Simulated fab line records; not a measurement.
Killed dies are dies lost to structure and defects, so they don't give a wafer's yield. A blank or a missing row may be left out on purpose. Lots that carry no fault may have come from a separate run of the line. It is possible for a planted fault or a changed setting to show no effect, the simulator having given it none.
Matching of chambers | flow n5Finfet | rieDiel-02 running N5_STI_FIN_REVEAL_STRIP_24: 4 sister chambers
The step strips in N2/H2, time 90 s. 4 wafers are shown with their chamber, then 10 later ones without.

WAFERS WITH THEIR CHAMBER
wafer  | chamber | drypumpMotorCurrentA (A)
L082.6 | 2       | 5.8
L085.6 | 1       | 5.6
L087.3 | 0       | 5.8
L087.4 | 3       | 4.7

WAFERS WHOSE CHAMBER IS MISSING
wafer  | drypumpMotorCurrentA (A)
L087.6 | 4.7
L088.3 | 5.7
L088.5 | 5.6
L088.6 | 5.8
L089.4 | 5.8
L089.5 | 4.8
L089.6 | 5.8
L092.1 | 5.8
L092.3 | 5.6
L092.6 | 4.7

EACH ONE'S CHAMBER
wafer  | from the rows above          | in truth
L087.6 | 3                            | 3
L088.3 | can't be placed: 0 or 2 or 1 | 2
L088.5 | 1                            | 1
L088.6 | can't be placed: 0 or 2      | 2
L089.4 | can't be placed: 0 or 2      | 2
L089.5 | 3                            | 3
L089.6 | can't be placed: 0 or 2      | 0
L092.1 | can't be placed: 0 or 2      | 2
L092.3 | 1                            | 1
L092.6 | 3                            | 3
5 of 10 placed correctly. From these rows, 5 cannot be placed; in 5 the true chamber is one of the candidates. 0 placed wrongly.
How it was worked out, from the rows above alone: a wafer's distance from a chamber is the root of the sum, over the readings, of the square of ((its reading less the chamber's mean) divided by the reading's scatter). The wafer belongs to the nearest chamber; if the next one is less than 2 further off, it can't be placed. A chamber's mean is the mean of its shown wafers. The scatter: root of mean squared gap, hidden wafer to nearest shown wafer, with one shown wafer a chamber.
